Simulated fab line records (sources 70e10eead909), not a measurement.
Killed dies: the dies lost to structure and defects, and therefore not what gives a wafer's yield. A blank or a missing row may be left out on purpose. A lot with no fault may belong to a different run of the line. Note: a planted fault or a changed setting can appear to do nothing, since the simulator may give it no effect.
8D (eight disciplines) problem report, filled in by code / flow nand-harc / the parts of the form that need people (team, actions taken, sign-off) are left out

1. THE PROBLEM
run-length-s at NHARC_A_WL_FILL_ETCHBACK_05 reads a mean of 87.1 s on 2 wafers of 2 lots; wafers without a fault read 81.5 s with a standard deviation of 0.48. That puts it +12 standard deviations away from the usual mean.
The step: etches the open film in Cl2/BCl3, target depth 22 nm, time 60 s.
The first sign was on wafer L795.1 at day 18 04:04, on rie-metal-03. The record holds 42 wafers of 14 lots with a number at this step. By rule, "out" or "out of limits" means more than 4 standard deviations away from the usual mean. Any other wafer with a number is counted as sound.

2. WHAT IT IS, WHAT IT ISN'T
question=which readings at this step | is=run-length-s | is not=drypump-motor-current-A, oes-product-au, temp-c
question=which lots | is=L795, L796 | is not=L785, L786, L787, L788, L789, L791, L793, L794, L802, L803, L806, L807
question=which wafers of those lots | is=L795.1, L796.1 | is not=L795.2, L795.4, L796.3, L796.6
question=read on which tools | is=rie-metal-03 | is not=rie-metal-01, rie-metal-02
question=when | is=from day 18 04:04 | is not=up to then (26 sound wafers); but 14 sound wafers of L796, L802, L803, L806, L807 came after

3. SUSPECTS, AND WHAT RULES EACH OUT
Counting: if a tool at a process step up to the reading ran every lot that is out, it stays a suspect. Sound lots after the first of them don't rule it out here, since some wafers of a struck lot are sound.
- rtp-anneal-01 at NHARC_A_WL_FILL_RTA_01 (time 5 s): kept. Ran every lot that is out, first one L795 (day 17 19:30); last sound lot up to then L793 (day 17 09:52).
- rie-metal-03 at NHARC_A_WL_FILL_ETCHBACK_05 (etches the open film in Cl2/BCl3, target depth 22 nm, time 60 s): kept. Ran every lot that is out, first one L795 (day 18 04:04); last sound lot up to then L793 (day 17 20:43). Its own readings are out on those wafers: run-length-s.
Left after counting: rtp-anneal-01 at NHARC_A_WL_FILL_RTA_01, rie-metal-03 at NHARC_A_WL_FILL_ETCHBACK_05.

4. THE CAUSE (what the simulator had put in)
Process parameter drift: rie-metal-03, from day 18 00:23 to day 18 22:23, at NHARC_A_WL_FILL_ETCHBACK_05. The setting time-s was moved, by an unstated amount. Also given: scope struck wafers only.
2 suspects survive the count, and this tool is in that group.

5. SEQUENCE OF EFFECTS, ordered by route
One row per reading whose mean, taken over the struck wafers that have a number, lies over 3 standard deviations from the usual. Readings are gone through only where the record gives a usual standard deviation; hours: the median, over the lots, of the time from a lot's start at the first step in this table giving one to that lot's start at this step; sigmas: the change measured in usual standard deviations.
hours=0; step=NHARC_A_WL_FILL_ETCHBACK_05; reading=run-length-s; usual=81.5 s; on struck wafers=87.1; change=+5.6; sigmas=+12
It contains these process steps:
- NHARC_A_WL_FILL_ETCHBACK_05: etches the open film in Cl2/BCl3, target depth 22 nm, time 60 s.

6. HOW IT WOULD HAVE BEEN CAUGHT EARLIER
4 hours passed between the start of the fault at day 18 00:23 and the first reading out of limits in this record, taken at day 18 04:04.
